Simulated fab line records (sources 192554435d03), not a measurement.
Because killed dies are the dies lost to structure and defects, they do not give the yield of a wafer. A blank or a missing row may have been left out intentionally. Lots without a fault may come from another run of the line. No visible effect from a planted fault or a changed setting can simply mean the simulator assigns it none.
fab line records | flow n5_finfet | part 2 of 2: steps 26 to 30 of 30
record: lots: 5 | wafers: 15 | last_day: 17
route steps=1938 shown BEOL_M15@1781
lots that met no fault: taken from a fault-free run of the same line
start_h: the number of hours between the record's first day and the start of the first shown wafer of the lot | wait_h: time in hours since the lot's previous step | " repeats the value in the row above | L1.1+2: a single row standing in for several wafers | - either no value or no given start | * or withheld: withheld | < > ~ a bound
route shown NAME@n: names a module that has steps shown in the file, with the first one's number in the route | usual: average and standard deviation across the fault-free wafers | same: alike in all rows | chamber/n: place in a boat | sites: each site's reading | _std_site: the standard deviation of these | _edge_site: inner sites' mean taken away from outer sites' mean | radius_mm: for every site, how far away it sits from the centre of the wafer | mask NAME#n: copy n | behind: tool/chamber where the wafer was last shaped | hold: what put the lot on hold/how long, in hours/how the hold closed | device: names the non-switching transistor (n, p or np) | end of line: tests of these same wafers at the route's end | for a step that has no rows: nothing shown but its recipe | killed: the dies lost at the first sort to structure and to defects; this is not the yield of the wafer | map: shows each die of a wafer: x if killed, . if not, _ if none is there
set.NAME: setting as actually run; set.NAME@STEP: the setting as run at that earlier step | model.NAME: the simulator's own value behind a step, which no gauge read
lots at some steps of the route; a table a step, a row a wafer
services: from which hour (start_h, from the record's first day; less than 0 if before it) a tool's chamber was out of use, for how many hours, and why
== steps ==
step: N5_BEOL_M15_INSPECT_30
recipe: mode: adi | inspect_instrument: macro
usual: raw_defect_count: 2.1/1.3
lot.wafer | tool              | chamber | start_h | wait_h | raw_defect_count
L074.4    | defect_inspect-01 | -       | 246.85  | 0.0    | 2
L074.5    | "                 | -       | "       | "      | 4
L074.6    | "                 | -       | "       | "      | 1
L081.1    | defect_inspect-01 | -       | 299.10  | 0.0    | 1
L081.4    | "                 | -       | "       | "      | 3
L081.6    | "                 | -       | "       | "      | 3
L089.1    | defect_inspect-01 | -       | 339.52  | 0.0    | 1
L089.3    | "                 | -       | "       | "      | 1
L089.6    | "                 | -       | "       | "      | 2
L094.1    | defect_inspect-01 | -       | 375.38  | 0.0    | 4
L094.4    | "                 | -       | "       | "      | 2
L094.6    | "                 | -       | "       | "      | 2
L095.2    | defect_inspect-01 | -       | 381.93  | 0.0    | 2
L095.3    | "                 | -       | "       | "      | 2
L095.5    | "                 | -       | "       | "      | 1
step: N5_BEOL_M15_DESCUM_33
recipe: chemistry: O2 | time_s: 7.9 | source_power_w: 50 | bias_power_w: 20 | pressure_mtorr: 20 | rf_frequency_hz: 2.712e+07 | temp_c: 40 | o2_flow_sccm: 225
usual: drypump_motor_current_A: 5.9/0.35 | oes_product_au: 0.81/0.086 | rf_fwd_power_W: 49.39/0.22 | rf_vpp_V: 243.1/1.7 | showerhead_plenum_p_Torr: 2.09/0.096 | throttle_valve_pct: 20.32/0.28
lot.wafer | tool        | chamber | start_h | wait_h | drypump_motor_current_A | oes_product_au | rf_fwd_power_W | rf_hours_counter_h | rf_vpp_V | showerhead_plenum_p_Torr | throttle_valve_pct
L074.4    | rie_diel-03 | 0       | 246.88  | 0.0    | 5.8                     | 0.84           | 49.41          | 59                 | 244.3    | 2.12                     | 20.62
L074.5    | "           | 3       | "       | "      | 5.5                     | 0.97           | 49.59          | -                  | 245.7    | 2.23                     | 19.85
L074.6    | "           | 0       | "       | "      | 5.8                     | 0.84           | 49.47          | -                  | 244.2    | 2.12                     | 20.61
L081.1    | rie_diel-04 | 0       | 299.14  | 0.0    | 5.4                     | 0.72           | 49.58          | 198                | 241.6    | 1.96                     | 20.03
L081.4    | "           | 3       | "       | "      | 5.6                     | 0.75           | 49.07          | 156                | 240.2    | 1.93                     | 20.31
L081.6    | "           | 2       | "       | "      | 6.1                     | 0.90           | 49.43          | -                  | 242.9    | 2.12                     | 20.30
L089.1    | rie_diel-04 | 3       | 339.55  | 0.0    | 5.6                     | 0.75           | 49.15          | 166                | 240.2    | 1.93                     | 20.32
L089.3    | "           | 2       | "       | "      | 6.0                     | 0.88           | 49.24          | 39                 | 242.5    | 2.12                     | 20.31
L089.6    | "           | 1       | "       | "      | 6.2                     | 0.70           | 49.46          | -                  | 244.1    | 2.17                     | 20.42
L094.1    | rie_diel-04 | 3       | 375.42  | 0.0    | 5.6                     | 0.74           | 49.35          | 177                | 239.8    | 1.93                     | 20.34
L094.4    | "           | 2       | "       | "      | 6.0                     | 0.86           | 49.50          | 49                 | 244.5    | 2.12                     | 20.32
L094.6    | "           | 0       | "       | "      | 5.4                     | 0.72           | 49.69          | -                  | 239.7    | 1.96                     | 20.06
L095.2    | rie_diel-03 | 2       | 381.98  | 0.1    | 6.6                     | 0.87           | 49.52          | 56                 | 241.9    | 2.06                     | 20.19
L095.3    | "           | 3       | "       | "      | 5.5                     | 0.87           | 49.43          | 41                 | 245.1    | 2.21                     | 19.92
L095.5    | "           | 0       | "       | "      | 5.8                     | 0.80           | 49.46          | -                  | 243.8    | 2.11                     | 20.66
step: N5_BEOL_M15_ETCH_61
recipe: chemistry: N2/H2 | target: BARC | target_depth_a: 890 | overetch_a: 267 | time_s: 67.9 | ion_energy_ev: 200 | pressure_mtorr: 30 | source_w: 840 | bias_w: 150 | n2_flow_sccm: 200 | h2_flow_sccm: 200
usual: drypump_motor_current_A: 5.9/0.35 | oes_product_au: 0.69/0.07 | rf_fwd_power_W: 833/3.2 | rf_vpp_V: 524/3.4 | showerhead_plenum_p_Torr: 2.52/0.12 | throttle_valve_pct: 17.7/0.3
lot.wafer | tool        | chamber | start_h | wait_h | drypump_motor_current_A | oes_product_au | rf_fwd_power_W | rf_hours_counter_h | rf_vpp_V | showerhead_plenum_p_Torr | throttle_valve_pct
L074.4    | rie_diel-03 | 0       | 246.92  | 0.0    | 5.8                     | 0.71           | 835            | 59                 | 524      | 2.57                     | 18.1
L074.5    | "           | 3       | "       | "      | 5.5                     | 0.83           | 833            | -                  | 528      | 2.71                     | 17.3
L074.6    | "           | 0       | "       | "      | 5.8                     | 0.71           | 833            | -                  | 524      | 2.57                     | 18.1
L081.1    | rie_diel-04 | 0       | 299.17  | 0.0    | 5.5                     | 0.62           | 835            | 198                | 521      | 2.40                     | 17.7
L081.4    | "           | 3       | "       | "      | 5.7                     | 0.65           | 828            | 156                | 517      | 2.33                     | 17.6
L081.6    | "           | 2       | "       | "      | 6.1                     | 0.76           | 835            | -                  | 526      | 2.59                     | 17.7
L089.1    | rie_diel-04 | 3       | 339.59  | 0.0    | 5.6                     | 0.64           | 829            | 166                | 516      | 2.32                     | 17.6
L089.3    | "           | 2       | "       | "      | 6.1                     | 0.74           | 832            | 39                 | 527      | 2.59                     | 17.7
L089.6    | "           | 1       | "       | "      | 6.2                     | 0.60           | 836            | -                  | 525      | 2.59                     | 17.7
L094.1    | rie_diel-04 | 3       | 375.45  | 0.0    | 5.6                     | 0.63           | 828            | 177                | 520      | 2.32                     | 17.6
L094.4    | "           | 2       | "       | "      | 6.1                     | 0.73           | 835            | 49                 | 526      | 2.58                     | 17.7
L094.6    | "           | 0       | "       | "      | 5.4                     | 0.61           | 831            | -                  | 519      | 2.40                     | 17.7
L095.2    | rie_diel-03 | 2       | 382.02  | 0.0    | 6.6                     | 0.73           | 829            | 56                 | 521      | 2.46                     | 17.2
L095.3    | "           | 3       | "       | "      | 5.5                     | 0.73           | 836            | 41                 | 530      | 2.70                     | 17.4
L095.5    | "           | 0       | "       | "      | 5.8                     | 0.68           | 831            | -                  | 524      | 2.56                     | 18.2
step: N5_BEOL_M15_TRENCH_ETCH_34
recipe: chemistry: C4F8/O2/Ar | target: SiO2 | target_depth_a: 8729.3 | he_inner_torr: 15 | he_outer_torr: 30 | time_s: 199 | ion_energy_ev: 800 | pressure_mtorr: 20 | source_w: 1905 | bias_w: 2040 | Ar_flow_sccm: 400 | C4F8_flow_sccm: 16 | O2_flow_sccm: 12
usual: C4F8_flow_sccm: 16.00/0.045 | O2_flow_sccm: 12.00/0.037 | drypump_motor_current_A: 5.9/0.35 | oes_o_777_au: 0.80/0.083 | oes_product_au: 0.81/0.087 | rf_fwd_power_W: 1899/5.9 | rf_vpp_V: 2211/52 | showerhead_plenum_p_Torr: 3.44/0.16 | throttle_valve_pct: 30.9/0.3
lot.wafer | tool        | chamber | start_h | wait_h | C4F8_flow_sccm | O2_flow_sccm | drypump_motor_current_A | oes_o_777_au | oes_product_au | rf_fwd_power_W | rf_hours_counter_h | rf_vpp_V | showerhead_plenum_p_Torr | throttle_valve_pct
L074.4    | rie_diel-03 | 0       | 246.97  | 0.0    | 15.96          | 12.05        | 5.9                     | 0.86         | 0.85           | 1889           | 59                 | 2177     | 3.46                     | 31.1
L074.5    | "           | 3       | "       | "      | 16.02          | 11.96        | 5.5                     | 0.94         | 0.95           | 1900           | -                  | 2208     | 3.69                     | 30.6
L074.6    | "           | 0       | "       | "      | 15.95          | 12.03        | 5.9                     | 0.86         | 0.85           | 1886           | -                  | 2177     | 3.46                     | 31.1
L081.1    | rie_diel-04 | 0       | 299.22  | 0.0    | 16.06          | 11.97        | 5.4                     | 0.71         | 0.73           | 1899           | 198                | 2201     | 3.27                     | 30.5
L081.4    | "           | 3       | "       | "      | 16.08          | 12.01        | 5.6                     | 0.75         | 0.75           | 1904           | 156                | 2185     | 3.19                     | 30.8
L081.6    | "           | 2       | "       | "      | 15.95          | 12.02        | 6.1                     | 0.83         | 0.89           | 1879           | -                  | 2337     | 3.55                     | 31.3
L089.1    | rie_diel-04 | 3       | 339.64  | 0.0    | 16.02          | 12.05        | 5.6                     | 0.75         | 0.75           | 1898           | 166                | 2186     | 3.19                     | 30.8
L089.3    | "           | 2       | "       | "      | 15.99          | 12.01        | 6.0                     | 0.81         | 0.88           | 1905           | 39                 | 2335     | 3.55                     | 31.3
L089.6    | "           | 1       | "       | "      | 16.10          | 11.94        | 6.2                     | 0.67         | 0.69           | 1905           | -                  | 2217     | 3.54                     | 30.8
L094.1    | rie_diel-04 | 3       | 375.50  | 0.0    | 16.01          | 12.06        | 5.6                     | 0.73         | 0.73           | 1899           | 177                | 2186     | 3.18                     | 30.8
L094.4    | "           | 2       | "       | "      | 15.90          | 12.03        | 6.0                     | 0.79         | 0.86           | 1892           | 49                 | 2336     | 3.54                     | 31.3
L094.6    | "           | 0       | "       | "      | 16.04          | 11.99        | 5.4                     | 0.69         | 0.72           | 1908           | -                  | 2198     | 3.26                     | 30.5
L095.2    | rie_diel-03 | 2       | 382.07  | 0.0    | 15.98          | 12.01        | 6.6                     | 0.88         | 0.87           | 1903           | 56                 | 2171     | 3.37                     | 30.6
L095.3    | "           | 3       | "       | "      | 15.95          | 11.99        | 5.5                     | 0.83         | 0.85           | 1899           | 41                 | 2206     | 3.66                     | 30.6
L095.5    | "           | 0       | "       | "      | 16.02          | 11.97        | 5.8                     | 0.82         | 0.79           | 1904           | -                  | 2176     | 3.44                     | 31.1
step: N5_BEOL_M15_STRIP_36
recipe: chemistry: O2 | power_w: 600 | temp_c: 60 | pressure_mtorr: 30 | rf_frequency_hz: 6e+07 | bias_power_w: 0 | overash_fraction: 0.3 | o2_flow_sccm: 225
usual: drypump_motor_current_A: 5.9/0.33 | oes_product_au: 0.82/0.083 | rf_vpp_V: 3.5/0.84 | showerhead_plenum_p_Torr: 2.09/0.092 | throttle_valve_pct: 16.57/0.27
lot.wafer | tool        | chamber | start_h | wait_h | drypump_motor_current_A | oes_product_au | rf_hours_counter_h | rf_vpp_V | showerhead_plenum_p_Torr | throttle_valve_pct
L074.4    | rie_diel-04 | 3       | 247.19  | 0.0    | 5.6                     | 0.78           | 139                | 2.8      | 1.94                     | 16.50
L074.5    | "           | 1       | "       | "      | 6.2                     | 0.73           | -                  | 4.8      | 2.18                     | 16.63
L074.6    | "           | 0       | "       | "      | 5.4                     | 0.74           | -                  | 3.6      | 1.97                     | 16.41
L081.1    | rie_diel-03 | 0       | 299.69  | 0.3    | 5.9                     | 0.82           | 72                 | 4.1      | 2.12                     | 16.83
L081.4    | "           | 1       | "       | "      | 5.6                     | 0.69           | 227                | 4.2      | 1.99                     | 17.02
L081.6    | "           | 0       | "       | "      | 5.8                     | 0.82           | -                  | 3.5      | 2.12                     | 16.81
L089.1    | rie_diel-03 | 3       | 341.74  | 1.9    | 5.5                     | 0.89           | 29                 | 2.9      | 2.22                     | 16.14
L089.3    | "           | 1       | "       | "      | 5.6                     | 0.70           | 240                | 3.3      | 1.98                     | 17.03
L089.6    | "           | 0       | "       | "      | 5.9                     | 0.80           | -                  | 4.7      | 2.12                     | 16.82
L094.1    | rie_diel-04 | 2       | 377.11  | 1.4    | 6.1                     | 0.86           | 49                 | 3.5      | 2.12                     | 16.54
L094.4    | "           | 3       | "       | "      | 5.6                     | 0.73           | 178                | 2.7      | 1.93                     | 16.56
L094.6    | "           | 0       | "       | "      | 5.4                     | 0.71           | -                  | 3.1      | 1.96                     | 16.45
L095.2    | rie_diel-04 | 1       | 382.63  | 0.4    | 6.2                     | 0.68           | 230                | 4.1      | 2.17                     | 16.71
L095.3    | "           | 0       | "       | "      | 5.4                     | 0.71           | 219                | 3.4      | 1.96                     | 16.45
L095.5    | "           | 0       | "       | "      | 5.4                     | 0.72           | -                  | 3.1      | 1.96                     | 16.42
== services ==
tool           | chamber | start_h | hours | kind
krf_scanner-02 | -       | 231.76  | 3.6   | pm
rie_diel-03    | 3       | 233.72  | -     | clean
rie_diel-03    | 3       | 233.72  | -     | consumable_replace:focus_ring
rie_diel-03    | 3       | 233.72  | -     | consumable_replace:showerhead
rie_diel-03    | 3       | 233.72  | 11.9  | scheduled_down
rie_diel-03    | 3       | 233.72  | 11.9  | vent_cycle
wet_bench-06   | -       | 243.45  | 1.4   | repair
rie_diel-04    | 0       | 250.43  | 17.9  | repair
rie_diel-03    | -       | 267.61  | 2.8   | pm
krf_scanner-02 | -       | 269.88  | 1.3   | pm
rie_diel-03    | 3       | 285.89  | 4.9   | repair
krf_scanner-01 | -       | 295.11  | 0.8   | pm
krf_scanner-01 | -       | 298.95  | 1.0   | pm
krf_scanner-01 | -       | 311.60  | 0.4   | repair
rie_diel-06    | -       | 318.79  | 1.1   | repair
rie_diel-04    | 0       | 341.79  | 8.0   | repair
krf_scanner-02 | -       | 347.36  | 1.0   | pm
krf_scanner-02 | -       | 358.89  | 0.7   | repair
wet_bench-05   | -       | 360.43  | 1.6   | repair
krf_scanner-02 | -       | 363.26  | 4.0   | pm
rie_diel-06    | 0       | 366.77  | 5.4   | repair
krf_scanner-02 | -       | 373.05  | 0.8   | pm
krf_scanner-01 | -       | 375.55  | 3.0   | pm
krf_scanner-01 | -       | 378.67  | 1.3   | pm
